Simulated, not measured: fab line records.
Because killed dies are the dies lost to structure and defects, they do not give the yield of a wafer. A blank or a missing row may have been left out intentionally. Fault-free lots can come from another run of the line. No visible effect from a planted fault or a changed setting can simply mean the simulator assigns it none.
Chamber matching :: flow nandHarc :: rieDiel-09 running NHARC_A_CHANNEL_FILL_D1_ETCHBACK_20: 4 sister chambers
The step etches the open film in C4F8/O2/Ar, target depth 27 nm, time 13.5 s. 8 wafers are shown with their chamber, then 12 later ones without.

== EACH WAFER AND ITS CHAMBER ==
wafer: L081.1
chamber: 3
rfVppV (V): 974
oesProductAu (a.u.): 1.01

wafer: L083.1
chamber: 2
rfVppV (V): 989
oesProductAu (a.u.): 1.00

wafer: L083.4
chamber: 2
rfVppV (V): 988
oesProductAu (a.u.): 1.00

wafer: L087.4
chamber: 3
rfVppV (V): 973
oesProductAu (a.u.): 1.01

wafer: L087.5
chamber: 1
rfVppV (V): 981
oesProductAu (a.u.): 1.02

wafer: L088.1
chamber: 1
rfVppV (V): 984
oesProductAu (a.u.): 0.93

wafer: L088.3
chamber: 0
rfVppV (V): 974
oesProductAu (a.u.): 0.92

wafer: L088.5
chamber: 0
rfVppV (V): 978
oesProductAu (a.u.): 0.92

== WAFERS WITHOUT THEIR CHAMBER ==
wafer: L088.2
rfVppV (V): 987
oesProductAu (a.u.): 0.93

wafer: L088.4
rfVppV (V): 972
oesProductAu (a.u.): 0.93

wafer: L088.6
rfVppV (V): 983
oesProductAu (a.u.): 0.93

wafer: L090.1
rfVppV (V): 974
oesProductAu (a.u.): 1.00

wafer: L090.3
rfVppV (V): 987
oesProductAu (a.u.): 1.01

wafer: L090.4
rfVppV (V): 982
oesProductAu (a.u.): 1.00

wafer: L093.2
rfVppV (V): 972
oesProductAu (a.u.): 1.00

wafer: L093.4
rfVppV (V): 988
oesProductAu (a.u.): 0.99

wafer: L093.5
rfVppV (V): 987
oesProductAu (a.u.): 0.99

wafer: L097.3
rfVppV (V): 987
oesProductAu (a.u.): 0.99

wafer: L097.5
rfVppV (V): 972
oesProductAu (a.u.): 0.99

wafer: L097.6
rfVppV (V): 976
oesProductAu (a.u.): 1.00

== THE CHAMBER EACH PASSED THROUGH ==
wafer: L088.2
from the rows above: can't be placed: 2 or 1
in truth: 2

wafer: L088.4
from the rows above: can't be placed: 0 or 3
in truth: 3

wafer: L088.6
from the rows above: 1
in truth: 1

wafer: L090.1
from the rows above: 3
in truth: 3

wafer: L090.3
from the rows above: can't be placed: 2 or 1
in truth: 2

wafer: L090.4
from the rows above: 1
in truth: 1

wafer: L093.2
from the rows above: 3
in truth: 3

wafer: L093.4
from the rows above: 2
in truth: 2

wafer: L093.5
from the rows above: can't be placed: 2 or 1
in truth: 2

wafer: L097.3
from the rows above: can't be placed: 2 or 1
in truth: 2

wafer: L097.5
from the rows above: 3
in truth: 3

wafer: L097.6
from the rows above: can't be placed: 3 or 0
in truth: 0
Correct placement for 6 of the 12. Can't be placed from these rows: 6 (the true chamber is among the candidates in 6). Placed wrongly: 0.
How it was worked out, from the rows above alone: a wafer's distance from a chamber is the root of the sum, over the readings, of the square of ((its reading less the chamber's mean) divided by the reading's scatter). If the next closest chamber is less than 2 further off than the closest, the wafer can't be placed; otherwise it belongs to the closest. Each chamber's mean is taken over the wafers shown for it. The scatter is the square root of a quotient: the sum, over the shown wafers, of each reading's squared deviation from its chamber's mean, divided by wafers minus chambers.
